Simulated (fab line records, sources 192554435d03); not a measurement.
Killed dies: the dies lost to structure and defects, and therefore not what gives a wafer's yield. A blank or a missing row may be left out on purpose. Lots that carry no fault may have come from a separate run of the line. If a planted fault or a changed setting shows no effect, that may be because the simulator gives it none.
fab line records | flow n5_finfet
[record] lots = 24 wafers = 72 last_day = 18
route steps=1938 shown BEOL_M2@854
lots with no fault: from the same line, run without faults
start_h: the number of hours between the record's first day and the start of the first shown wafer of the lot | wait_h: hours from the lot's prior step to this one | " repeats the value in the row above | L1.1+2: a single row standing in for several wafers | - no value, or no start was given | * or withheld: withheld | < > ~ a bound
route shown NAME@n: names a module that has steps shown in the file, with the first one's number in the route | usual: mean/standard deviation taken from wafers without a fault | same: alike in all rows | chamber/n: place in a boat | sites: the reading at each site | _std_site: standard deviation across them | _edge_site: mean of outer sites minus mean of inner sites | radius_mm: for every site, how far away it sits from the centre of the wafer | mask NAME#n: copy n | behind: the most recent tool/chamber to have shaped the wafer | hold: the reason the lot was held/the length of the hold in hours/how it ended | device: the transistor (n, p or np) that didn't switch | end of line: tests of these same wafers at the route's end | a step without rows: its recipe alone | killed: not the wafer's yield, but the dies lost to structure and defects at the first sort | map: shows each die of a wafer: x if killed, . if not, _ if none is there
set.NAME: the setting as run; set.NAME@STEP: as run at that earlier step | model.NAME: the simulator's own value behind a step, which no gauge read
steps of the route over a sample of lots; a table a step, a row a wafer
services: from which hour (start_h, from the record's first day; less than 0 if before it) a tool's chamber was out of use, for how many hours, and why
[[steps]]
[step N5_BEOL_M2_CD_MEAS_11]
[recipe] target_cd_nm = 16.79 landing_energy_ev = 500 detector = se_inlens polarity = opening
[usual] cd_nm = 16.79/0.28
// columns lot.wafer tool chamber start_h wait_h cd_nm
L074.3 cd_sem-02 0 166.17 - 17.25
L074.4 " 0 " " 17.21
L074.5 " 0 " " 16.96
L075.3 cd_sem-02 0 169.22 - 17.35
L075.4 " 0 " " 17.02
L075.6 " 0 " " 17.09
L076.1 cd_sem-01 0 170.70 - 17.24
L076.2 " 0 " " 16.98
L076.5 " 0 " " 16.93
L077.1 cd_sem-02 0 170.92 - 17.07
L077.3 " 0 " " 16.95
L077.6 " 0 " " 16.67
L079.1 cd_sem-01 0 173.62 - 17.09
L079.3 " 0 " " 16.67
L079.5 " 0 " " 16.86
L080.1 cd_sem-01 0 176.74 - 16.34
L080.4 " 0 " " 16.46
L080.5 " 0 " " 16.71
L078.1 cd_sem-01 0 176.91 - 17.03
L078.4 " 0 " " 16.33
L078.5 " 0 " " 16.89
L081.1 cd_sem-03 0 179.88 - 17.03
L081.3 " 0 " " 17.11
L081.6 " 0 " " 17.03
L082.1 cd_sem-01 0 180.80 - 16.97
L082.4 " 0 " " 16.71
L082.5 " 0 " " 16.56
L084.2 cd_sem-02 0 189.67 - 16.95
L084.5 " 0 " " 17.00
L084.6 " 0 " " 16.51
L083.3 cd_sem-02 0 192.97 - 16.44
L083.5 " 0 " " 16.45
L083.6 " 0 " " 16.58
L085.2 cd_sem-02 0 200.79 - 16.58
L085.3 " 0 " " 16.71
L085.5 " 0 " " 16.43
L086.2 cd_sem-02 0 211.72 - 17.31
L086.3 " 0 " " 16.75
L086.6 " 0 " " 17.08
L087.3 cd_sem-02 0 225.61 - 16.40
L087.4 " 0 " " 16.57
L087.5 " 0 " " 16.54
L088.1 cd_sem-03 0 236.84 - 16.73
L088.2 " 0 " " 16.89
L088.3 " 0 " " 17.16
L089.1 cd_sem-01 0 241.35 - 16.74
L089.3 " 0 " " 16.76
L089.5 " 0 " " 16.89
L090.1 cd_sem-01 0 241.59 - 16.45
L090.2 " 0 " " 16.40
L090.6 " 0 " " 16.49
L091.1 cd_sem-03 0 242.69 - 16.63
L091.4 " 0 " " 16.80
L091.5 " 0 " " 16.81
L092.2 cd_sem-01 0 245.09 - 16.89
L092.4 " 0 " " 16.51
L092.6 " 0 " " 16.62
L093.2 cd_sem-01 0 247.76 - 16.85
L093.3 " 0 " " 16.72
L093.6 " 0 " " 16.44
L094.1 cd_sem-01 0 253.69 - 17.07
L094.2 " 0 " " 16.93
L094.4 " 0 " " 16.91
L095.4 cd_sem-02 0 259.34 - 16.86
L095.5 " 0 " " 16.74
L095.6 " 0 " " 17.06
L096.1 cd_sem-02 0 269.16 - 16.73
L096.3 " 0 " " 16.27
L096.5 " 0 " " 16.71
L097.2 cd_sem-03 0 276.02 - 16.70
L097.3 " 0 " " 16.16
L097.6 " 0 " " 16.42
[step N5_BEOL_M2_STRIP_66]
[recipe] chemistry = CF4 resist = SiARC power_w = 300 bias_power_w = 75 pressure_mtorr = 50 cf4_flow_sccm = 150 rf_frequency_hz = 6e+07
[usual] drypump_motor_current_A = 5.6/0.45 oes_product_au = 0.79/0.09 rf_vpp_V = 270.6/1.3 showerhead_plenum_p_Torr = 1.77/0.039 throttle_valve_pct = 13.54/0.3
// columns lot.wafer tool chamber start_h wait_h drypump_motor_current_A oes_product_au rf_hours_counter_h rf_vpp_V showerhead_plenum_p_Torr throttle_valve_pct
L074.3 rie_diel-03 0 166.51 0.0 5.2 0.72 189 269.5 1.70 13.52
L074.4 " 1 " " 5.9 0.91 - 272.4 1.84 13.10
L074.5 " 3 " " 5.8 0.78 - 270.5 1.79 13.62
L075.3 rie_diel-01 2 169.55 0.0 5.8 0.90 24 270.7 1.76 13.47
L075.4 " 2 " " 5.7 0.89 - 271.1 1.76 13.48
L075.6 " 0 " " 4.8 0.68 - 271.0 1.79 14.09
L076.1 rie_diel-01 3 171.03 0.0 6.1 0.82 72 268.9 1.74 13.12
L076.2 " 0 " " 4.9 0.68 228 269.8 1.79 14.07
L076.5 " 2 " " 5.8 0.89 - 270.5 1.76 13.48
L077.1 rie_diel-01 3 171.33 0.0 6.1 0.82 73 268.9 1.74 13.10
L077.3 " 0 " " 4.9 0.68 228 271.7 1.79 14.08
L077.6 " 2 " " 5.8 0.88 - 269.2 1.76 13.46
L079.1 rie_diel-03 0 174.02 0.0 5.2 0.71 193 268.9 1.70 13.53
L079.3 " 3 " " 5.8 0.77 103 269.9 1.79 13.63
L079.5 " 0 " " 5.2 0.70 - 268.8 1.70 13.53
L080.1 rie_diel-06 3 177.11 0.0 6.0 0.67 231 272.8 1.78 13.99
L080.4 " 2 " " 4.9 0.88 42 270.3 1.81 13.54
L080.5 " 1 " " 5.7 0.68 - 270.4 1.79 13.90
L078.1 rie_diel-06 1 177.38 0.0 5.8 0.68 219 271.1 1.79 13.89
L078.4 " 0 " " 5.7 0.78 118 270.0 1.73 13.32
L078.5 " 3 " " 6.0 0.67 - 272.2 1.78 13.98
L081.1 rie_diel-06 3 180.22 0.0 6.0 0.67 232 269.2 1.78 13.99
L081.3 " 1 " " 5.8 0.68 220 269.1 1.79 13.90
L081.6 " 1 " " 5.8 0.68 - 270.8 1.79 13.89
L082.1 rie_diel-01 0 181.24 0.0 4.8 0.67 234 270.2 1.79 14.12
L082.4 " 2 " " 5.8 0.87 30 268.7 1.76 13.49
L082.5 " 0 " " 4.8 0.68 - 270.9 1.79 14.11
L084.2 rie_diel-06 1 190.01 0.0 5.7 0.67 222 270.6 1.79 13.90
L084.5 " 1 " " 5.7 0.67 - 272.2 1.78 13.91
L084.6 " 2 " " 4.9 0.88 - 268.8 1.80 13.56
L083.3 rie_diel-01 0 193.30 0.0 4.8 0.67 237 270.2 1.78 14.12
L083.5 " 2 " " 5.8 0.88 - 271.9 1.76 13.51
L083.6 " 3 " " 6.1 0.81 - 269.0 1.73 13.15
L085.2 rie_diel-03 1 201.17 0.0 5.9 0.88 32 271.9 1.83 13.15
L085.3 " 2 " " 5.8 0.95 5 274.0 1.89 13.35
L085.5 " 1 " " 5.9 0.88 - 273.1 1.83 13.14
L086.2 rie_diel-03 3 212.06 0.0 5.8 0.76 117 271.5 1.78 13.66
L086.3 " 1 " " 5.9 0.88 36 270.5 1.83 13.17
L086.6 " 1 " " 5.9 0.87 - 272.7 1.83 13.17
L087.3 rie_diel-06 3 225.94 0.0 6.0 0.66 245 271.6 1.77 14.02
L087.4 " 3 " " 6.0 0.65 - 270.4 1.77 14.01
L087.5 " 0 " " 5.7 0.77 - 267.6 1.73 13.35
L088.1 rie_diel-06 3 237.82 0.0 6.0 0.66 248 271.7 1.77 14.01
L088.2 " 1 " " 5.8 0.67 232 271.1 1.78 13.92
L088.3 " 2 " " 4.9 0.87 59 272.2 1.80 13.58
L089.1 rie_diel-01 2 242.82 0.0 5.8 0.85 50 270.4 1.75 13.55
L089.3 " 1 " " 6.3 0.90 20 270.8 1.75 13.26
L089.5 " 2 " " 5.8 0.85 - 269.6 1.76 13.53
L090.1 rie_diel-06 0 242.85 0.0 5.8 0.76 137 269.6 1.72 13.38
L090.2 " 2 " " 4.9 0.86 62 271.4 1.80 13.59
L090.6 " 2 " " 4.9 0.86 - 272.5 1.80 13.59
L091.1 rie_diel-01 1 244.17 0.0 6.3 0.90 21 270.6 1.75 13.27
L091.4 " 3 " " 6.1 0.79 - 269.6 1.73 13.17
L091.5 " 2 " " 5.8 0.85 - 270.2 1.75 13.55
L092.2 rie_diel-06 1 245.77 0.0 5.7 0.66 236 270.3 1.78 13.92
L092.4 " 2 " " 4.9 0.86 - 271.8 1.80 13.60
L092.6 " 0 " " 5.8 0.75 - 268.9 1.72 13.38
L093.2 rie_diel-06 2 248.10 0.0 4.9 0.85 65 271.0 1.80 13.60
L093.3 " 1 " " 5.7 0.67 237 271.2 1.78 13.94
L093.6 " 1 " " 5.7 0.67 - 270.3 1.78 13.94
L094.1 rie_diel-06 1 254.02 0.0 5.8 0.66 239 270.1 1.78 13.95
L094.2 " 2 " " 4.9 0.86 67 272.9 1.80 13.61
L094.4 " 0 " " 5.7 0.75 - 270.2 1.72 13.38
L095.4 rie_diel-03 0 259.67 0.0 5.2 0.69 214 268.9 1.70 13.58
L095.5 " 2 " " 5.8 0.94 - 274.2 1.89 13.35
L095.6 " 3 " " 5.8 0.76 - 271.1 1.78 13.65
L096.1 rie_diel-01 1 269.49 0.0 6.3 0.88 31 270.2 1.74 13.29
L096.3 " 2 " " 5.8 0.84 60 269.7 1.75 13.57
L096.5 " 0 " " 4.9 0.92 - 269.1 1.78 13.61
L097.2 rie_diel-01 3 276.35 0.0 6.1 0.78 109 270.3 1.73 13.20
L097.3 " 1 " " 6.3 0.87 33 269.5 1.74 13.31
L097.6 " 2 " " 5.8 0.83 - 270.3 1.75 13.55
[step N5_BEOL_M2_PRE_CLEAN_45]
[recipe] gas = H2/He time_s = 30 temp_c = 250
[usual] heater_power_w = 330/36
[same] time_s = 30
// columns lot.wafer tool chamber start_h wait_h heater_power_w
L074.3 pvd_sputter-01 - 170.50 0.0 383
L074.4 " - " " 315
L074.5 " - " " 390
L075.3 pvd_sputter-03 - 176.57 0.0 340
L075.4 " - " " 376
L075.6 " - " " 370
L076.1 pvd_sputter-01 - 177.08 0.0 263
L076.2 " - " " 385
L076.5 " - " " 320
L077.1 pvd_sputter-01 - 178.08 0.0 308
L077.3 " - " " 262
L077.6 " - " " 261
L079.1 pvd_sputter-01 - 180.00 0.0 260
L079.3 " - " " 389
L079.5 " - " " 316
L080.1 pvd_sputter-02 - 180.24 0.0 332
L080.4 " - " " 299
L080.5 " - " " 339
L078.1 pvd_sputter-03 - 183.31 0.0 314
L078.4 " - " " 383
L078.5 " - " " 359
L081.1 pvd_sputter-01 - 186.39 0.0 310
L081.3 " - " " 388
L081.6 " - " " 262
L082.1 pvd_sputter-03 - 189.61 0.0 383
L082.4 " - " " 318
L082.5 " - " " 337
L084.2 pvd_sputter-02 - 200.32 0.0 331
L084.5 " - " " 323
L084.6 " - " " 309
L083.3 pvd_sputter-02 - 200.54 0.0 335
L083.5 " - " " 302
L083.6 " - " " 328
L085.2 pvd_sputter-01 - 206.71 0.0 269
L085.3 " - " " 390
L085.5 " - " " 305
L086.2 pvd_sputter-01 - 217.41 0.0 318
L086.3 " - " " 316
L086.6 " - " " 265
L087.3 pvd_sputter-03 - 242.13 0.0 342
L087.4 " - " " 401
L087.5 " - " " 400
L088.1 pvd_sputter-01 - 242.51 0.0 391
L088.2 " - " " 261
L088.3 " - " " 318
L089.1 pvd_sputter-03 - 247.60 0.0 364
L089.3 " - " " 387
L089.5 " - " " 335
L090.1 pvd_sputter-02 - 247.62 0.0 306
L090.2 " - " " 310
L090.6 " - " " 332
L091.1 pvd_sputter-01 - 264.89 0.0 390
L091.4 " - " " 312
L091.5 " - " " 310
L092.2 pvd_sputter-03 - 268.12 0.0 326
L092.4 " - " " 385
L092.6 " - " " 343
L093.2 pvd_sputter-03 - 268.31 0.0 326
L093.3 " - " " 371
L093.6 " - " " 326
L094.1 pvd_sputter-01 - 268.61 0.0 263
L094.2 " - " " 315
L094.4 " - " " 312
L095.4 pvd_sputter-03 - 275.36 0.0 341
L095.5 " - " " 373
L095.6 " - " " 326
L097.2 pvd_sputter-02 - 279.37 0.0 328
L097.3 " - " " 322
L097.6 " - " " 329
L096.1 pvd_sputter-02 - 279.89 0.0 312
L096.3 " - " " 331
L096.5 " - " " 334
[step N5_BEOL_M2_ANNEAL_80]
[recipe] temp_c = 400 time_s = 240 ambient = vacuum
[usual] heater_power_w = 835/93
[same] time_s = 240
// columns lot.wafer tool chamber start_h wait_h heater_power_w
L074.3 pvd_sputter-01 - 171.40 0.0 987
L074.4 " - " " 652
L074.5 " - " " 774
L075.3 pvd_sputter-03 - 177.67 0.0 908
L075.4 " - " " 787
L075.6 " - " " 921
L076.1 pvd_sputter-01 - 178.42 0.0 791
L076.2 " - " " 662
L076.5 " - " " 782
L077.1 pvd_sputter-03 - 179.61 0.0 826
L077.3 " - " " 947
L077.6 " - " " 841
L079.1 pvd_sputter-02 - 180.94 0.0 758
L079.3 " - " " 836
L079.5 " - " " 836
L080.1 pvd_sputter-01 - 181.18 0.0 969
L080.4 " - " " 772
L080.5 " - " " 648
L078.1 pvd_sputter-03 - 186.07 0.0 979
L078.4 " - " " 797
L078.5 " - " " 798
L081.1 pvd_sputter-03 - 187.91 0.0 906
L081.3 " - " " 787
L081.6 " - " " 933
L082.1 pvd_sputter-03 - 190.60 0.0 838
L082.4 " - " " 978
L082.5 " - " " 841
L084.2 pvd_sputter-02 - 201.52 0.0 842
L084.5 " - " " 813
L084.6 " - " " 763
L083.3 pvd_sputter-03 - 201.71 0.0 862
L083.5 " - " " 857
L083.6 " - " " 919
L085.2 pvd_sputter-01 - 207.75 0.0 658
L085.3 " - " " 762
L085.5 " - " " 641
L086.2 pvd_sputter-01 - 218.34 0.1 777
L086.3 " - " " 761
L086.6 " - " " 962
L087.3 pvd_sputter-02 - 243.02 0.0 773
L087.4 " - " " 787
L087.5 " - " " 801
L088.1 pvd_sputter-01 - 243.41 0.0 659
L088.2 " - " " 782
L088.3 " - " " 983
L089.1 pvd_sputter-01 - 248.43 0.0 974
L089.3 " - " " 666
L089.5 " - " " 964
L090.1 pvd_sputter-02 - 248.50 0.0 779
L090.2 " - " " 822
L090.6 " - " " 812
L091.1 pvd_sputter-03 - 265.86 0.0 797
L091.4 " - " " 821
L091.5 " - " " 940
L092.2 pvd_sputter-02 - 269.22 0.0 757
L092.4 " - " " 823
L092.6 " - " " 816
L093.2 pvd_sputter-03 - 269.35 0.0 976
L093.3 " - " " 812
L093.6 " - " " 979
L094.1 pvd_sputter-01 - 269.71 0.0 933
L094.2 " - " " 793
L094.4 " - " " 654
L095.4 pvd_sputter-03 - 276.46 0.0 789
L095.5 " - " " 924
L095.6 " - " " 792
L097.2 pvd_sputter-02 - 280.27 0.0 819
L097.3 " - " " 812
L097.6 " - " " 815
L096.1 pvd_sputter-03 - 280.98 0.0 912
L096.3 " - " " 790
L096.5 " - " " 987
[step N5_BEOL_M2_ANNEAL_93]
[recipe] temp_c = 400 time_s = 240 ambient = vacuum
[usual] heater_power_w = 836/91
[same] time_s = 240
// columns lot.wafer tool chamber start_h wait_h heater_power_w
L074.3 pvd_sputter-01 - 172.50 0.0 951
L074.4 " - " " 653
L074.5 " - " " 789
L075.3 pvd_sputter-03 - 178.77 0.0 949
L075.4 " - " " 790
L075.6 " - " " 933
L076.1 pvd_sputter-01 - 179.52 0.0 764
L076.2 " - " " 663
L076.5 " - " " 825
L077.1 pvd_sputter-03 - 180.71 0.0 850
L077.3 " - " " 928
L077.6 " - " " 821
L079.1 pvd_sputter-02 - 182.04 0.0 784
L079.3 " - " " 801
L079.5 " - " " 851
L080.1 pvd_sputter-01 - 182.28 0.0 974
L080.4 " - " " 789
L080.5 " - " " 670
L078.1 pvd_sputter-03 - 187.17 0.0 985
L078.4 " - " " 785
L078.5 " - " " 801
L081.1 pvd_sputter-03 - 189.01 0.0 909
L081.3 " - " " 806
L081.6 " - " " 918
L082.1 pvd_sputter-03 - 191.70 0.0 829
L082.4 " - " " 959
L082.5 " - " " 843
L084.2 pvd_sputter-02 - 202.62 0.0 857
L084.5 " - " " 815
L084.6 " - " " 761
L083.3 pvd_sputter-03 - 202.81 0.0 844
L083.5 " - " " 844
L083.6 " - " " 946
L085.2 pvd_sputter-01 - 208.85 0.0 651
L085.3 " - " " 767
L085.5 " - " " 667
L086.2 pvd_sputter-01 - 220.24 0.0 800
L086.3 " - " " 786
L086.6 " - " " 979
L087.3 pvd_sputter-02 - 244.12 0.0 760
L087.4 " - " " 801
L087.5 " - " " 826
L088.1 pvd_sputter-01 - 244.51 0.0 670
L088.2 " - " " 806
L088.3 " - " " 977
L089.1 pvd_sputter-01 - 249.53 0.0 976
L089.3 " - " " 653
L089.5 " - " " 956
L090.1 pvd_sputter-02 - 249.60 0.0 772
L090.2 " - " " 819
L090.6 " - " " 820
L091.1 pvd_sputter-03 - 266.96 0.0 811
L091.4 " - " " 864
L091.5 " - " " 923
L092.2 pvd_sputter-02 - 270.32 0.0 786
L092.4 " - " " 834
L092.6 " - " " 824
L093.2 pvd_sputter-03 - 270.45 0.0 966
L093.3 " - " " 798
L093.6 " - " " 976
L094.1 pvd_sputter-01 - 270.81 0.0 953
L094.2 " - " " 783
L094.4 " - " " 644
L095.4 pvd_sputter-03 - 277.56 0.0 792
L095.5 " - " " 924
L095.6 " - " " 800
L097.2 pvd_sputter-02 - 281.37 0.0 825
L097.3 " - " " 802
L097.6 " - " " 821
L096.1 pvd_sputter-03 - 282.08 0.0 915
L096.3 " - " " 788
L096.5 " - " " 970
[step N5_BEOL_M2_SPUTTER_96]
[recipe] material = Cu target_thk_a = 45 temp_c = -20 chamber_pressure_pa = 0.07 power_w = withheld time_s = 8.29
[usual] chuck_gas_flow_sccm = 1.25/0.051 substrate_temp_c = -20.00/0.1 throttle_valve_pct = 30.2/1.5
[same] time_s = 8.29
// columns lot.wafer tool chamber start_h wait_h chuck_gas_flow_sccm substrate_temp_c throttle_valve_pct
L074.3 pvd_sputter-01 - 172.86 0.1 1.28 -19.97 30.9
L074.4 " - " " 1.31 -19.78 30.6
L074.5 " - " " 1.24 -19.91 29.8
L075.3 pvd_sputter-03 - 179.13 0.1 1.23 -19.85 33.2
L075.4 " - " " 1.28 -20.09 30.1
L075.6 " - " " 1.22 -20.00 33.7
L076.1 pvd_sputter-01 - 179.88 0.1 1.20 -20.13 28.9
L076.2 " - " " 1.21 -20.11 30.7
L076.5 " - " " 1.24 -20.03 29.8
L077.1 pvd_sputter-03 - 181.07 0.1 1.27 -19.98 27.3
L077.3 " - " " 1.23 -20.17 33.5
L077.6 " - " " 1.30 -20.03 27.3
L079.1 pvd_sputter-02 - 182.40 0.1 1.34 -20.05 31.2
L079.3 " - " " 1.21 -20.08 30.5
L079.5 " - " " 1.34 -20.03 29.8
L080.1 pvd_sputter-01 - 182.64 0.1 1.28 -19.86 31.0
L080.4 " - " " 1.21 -20.04 29.7
L080.5 " - " " 1.29 -20.03 30.5
L078.1 pvd_sputter-03 - 187.53 0.1 1.27 -20.04 29.5
L078.4 " - " " 1.25 -19.98 30.5
L078.5 " - " " 1.07 -19.85 30.1
L081.1 pvd_sputter-03 - 189.37 0.1 1.25 -20.15 33.5
L081.3 " - " " 1.30 -20.07 30.1
L081.6 " - " " 1.24 -20.20 33.5
L082.1 pvd_sputter-03 - 192.06 0.1 1.26 -19.90 27.2
L082.4 " - " " 1.30 -19.92 29.5
L082.5 " - " " 1.27 -19.86 27.4
L084.2 pvd_sputter-02 - 202.98 0.1 1.27 -19.99 30.2
L084.5 " - " " 1.20 -19.96 30.6
L084.6 " - " " 1.23 -20.15 31.3
L083.3 pvd_sputter-03 - 203.17 0.1 1.18 -19.96 27.3
L083.5 " - " " 1.33 -20.18 27.6
L083.6 " - " " 1.33 -19.88 33.6
L085.2 pvd_sputter-01 - 209.21 0.1 1.20 -19.89 30.6
L085.3 " - " " 1.23 -19.79 29.6
L085.5 " - " " 1.32 -20.01 30.4
L086.2 pvd_sputter-01 - 220.60 0.1 1.34 -19.96 28.6
L086.3 " - " " 1.23 -20.12 29.8
L086.6 " - " " 1.27 -19.92 31.1
L087.3 pvd_sputter-02 - 244.48 0.1 1.24 -19.89 31.0
L087.4 " - " " 1.32 -19.83 30.8
L087.5 " - " " 1.27 -19.90 30.5
L088.1 pvd_sputter-01 - 244.87 0.1 1.25 -20.01 30.7
L088.2 " - " " 1.27 -20.07 29.7
L088.3 " - " " 1.26 -20.15 31.0
L089.1 pvd_sputter-01 - 249.89 0.1 1.24 -19.79 31.2
L089.3 " - " " 1.20 -20.14 30.6
L089.5 " - " " 1.23 -19.91 31.2
L090.1 pvd_sputter-02 - 249.96 0.1 1.34 -20.00 31.3
L090.2 " - " " 1.22 -20.12 29.6
L090.6 " - " " 1.19 -20.30 30.5
L091.1 pvd_sputter-03 - 267.32 0.1 1.21 -19.88 30.0
L091.4 " - " " 1.26 -20.06 27.6
L091.5 " - " " 1.22 -19.98 33.6
L092.2 pvd_sputter-02 - 270.68 0.1 1.20 -20.08 30.8
L092.4 " - " " 1.24 -19.98 29.8
L092.6 " - " " 1.23 -20.09 30.8
L093.2 pvd_sputter-03 - 270.81 0.1 1.16 -19.92 29.6
L093.3 " - " " 1.18 -20.04 30.2
L093.6 " - " " 1.22 -19.96 29.8
L094.1 pvd_sputter-01 - 271.17 0.1 1.29 -20.02 31.1
L094.2 " - " " 1.28 -20.03 28.6
L094.4 " - " " 1.23 -20.00 30.6
L095.4 pvd_sputter-03 - 277.92 0.1 1.24 -19.88 29.9
L095.5 " - " " 1.17 -19.96 33.7
L095.6 " - " " 1.24 -20.03 29.9
L097.2 pvd_sputter-02 - 281.73 0.1 1.29 -19.95 29.7
L097.3 " - " " 1.23 -20.04 30.7
L097.6 " - " " 1.27 -19.98 29.4
L096.1 pvd_sputter-03 - 282.44 0.1 1.21 -20.02 33.7
L096.3 " - " " 1.25 -19.92 30.0
L096.5 " - " " 1.33 -19.90 29.5
[[services]]
// columns tool chamber start_h hours kind
rie_diel-06 1 153.08 4.2 repair
rie_diel-03 2 157.10 - clean
pvd_sputter-02 - 159.51 2.8 repair
rie_diel-01 1 162.13 - clean
rie_diel-01 1 162.13 - consumable_replace:focus_ring
rie_diel-01 1 162.13 17.2 scheduled_down
rie_diel-01 1 162.13 17.2 vent_cycle
rie_diel-03 2 201.74 28.7 repair
pvd_sputter-02 - 207.13 4.6 repair
rie_diel-06 1 214.36 13.2 repair
rie_diel-03 - 219.88 28.1 pm
rie_diel-01 0 238.87 - clean
rie_diel-01 0 238.87 - consumable_replace:focus_ring
rie_diel-01 0 238.87 17.9 scheduled_down
rie_diel-01 0 238.87 17.9 vent_cycle
pvd_sputter-03 - 239.40 1.2 repair
rie_diel-06 3 242.28 - clean
rie_diel-06 3 242.28 - consumable_replace:focus_ring
rie_diel-06 3 242.28 19.6 scheduled_down
rie_diel-06 3 242.28 19.6 vent_cycle
rie_diel-06 1 282.21 - clean
rie_diel-06 1 282.21 - consumable_replace:focus_ring
rie_diel-06 1 282.21 13.8 scheduled_down
rie_diel-06 1 282.21 13.8 vent_cycle
[[key]]
fault none
